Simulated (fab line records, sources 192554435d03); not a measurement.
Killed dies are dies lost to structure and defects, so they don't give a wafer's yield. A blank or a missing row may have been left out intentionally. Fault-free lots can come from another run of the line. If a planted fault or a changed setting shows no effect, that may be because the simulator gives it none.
Matching of chambers || flow n5 finfet || pecvd-03 running N5_BEOL_M5_PECVD_70: 3 sister chambers
The step deposits SiO2 from TEOS/O2, target thk 16 nm, time 18 s. 6 wafers are shown with their chamber, then 7 later ones without.

## EACH WAFER AND ITS CHAMBER
{"wafer": "L082.3", "chamber": 0, "throttle valve pct (%)": 20.7, "showerhead plenum p Torr (Torr)": 8.82}
{"wafer": "L088.2", "chamber": 2, "throttle valve pct (%)": 21.1, "showerhead plenum p Torr (Torr)": 8.84}
{"wafer": "L088.4", "chamber": 1, "throttle valve pct (%)": 22.8, "showerhead plenum p Torr (Torr)": 8.88}
{"wafer": "L088.6", "chamber": 2, "throttle valve pct (%)": 21.0, "showerhead plenum p Torr (Torr)": 8.81}
{"wafer": "L091.1", "chamber": 0, "throttle valve pct (%)": 20.9, "showerhead plenum p Torr (Torr)": 8.83}
{"wafer": "L091.2", "chamber": 1, "throttle valve pct (%)": 22.6, "showerhead plenum p Torr (Torr)": 8.91}

## WAFERS MISSING THEIR CHAMBER
{"wafer": "L091.6", "throttle valve pct (%)": 20.8, "showerhead plenum p Torr (Torr)": 8.86}
{"wafer": "L094.1", "throttle valve pct (%)": 21.1, "showerhead plenum p Torr (Torr)": 8.80}
{"wafer": "L094.2", "throttle valve pct (%)": 20.9, "showerhead plenum p Torr (Torr)": 8.84}
{"wafer": "L094.4", "throttle valve pct (%)": 21.1, "showerhead plenum p Torr (Torr)": 8.85}
{"wafer": "L096.1", "throttle valve pct (%)": 22.9, "showerhead plenum p Torr (Torr)": 8.90}
{"wafer": "L096.2", "throttle valve pct (%)": 21.0, "showerhead plenum p Torr (Torr)": 8.83}
{"wafer": "L096.3", "throttle valve pct (%)": 21.0, "showerhead plenum p Torr (Torr)": 8.80}

## WHICH CHAMBER EACH ONE RAN IN
{"wafer": "L091.6", "from the rows above": "can't be placed: 0 or 2", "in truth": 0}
{"wafer": "L094.1", "from the rows above": "can't be placed: 2 or 0", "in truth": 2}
{"wafer": "L094.2", "from the rows above": "can't be placed: 0 or 2", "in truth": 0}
{"wafer": "L094.4", "from the rows above": "can't be placed: 2 or 0", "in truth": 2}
{"wafer": "L096.1", "from the rows above": 1, "in truth": 1}
{"wafer": "L096.2", "from the rows above": "can't be placed: 2 or 0", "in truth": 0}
{"wafer": "L096.3", "from the rows above": "can't be placed: 2 or 0", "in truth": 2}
Correct placement for 1 of the 7. From these rows, 6 cannot be placed; in 6 the true chamber is one of the candidates. Number placed wrongly: 0.
How it was worked out, from the rows above alone: a wafer's distance from a chamber is the root of the sum, over the readings, of the square of ((its reading less the chamber's mean) divided by the reading's scatter). The wafer belongs to the nearest chamber; if the next one is less than 2 further off, it can't be placed. A chamber's mean is the mean of its shown wafers. How the scatter is found: for the shown wafers, subtract from each reading the mean of its chamber, square and add these, divide the total by (wafers less chambers), then take the root.
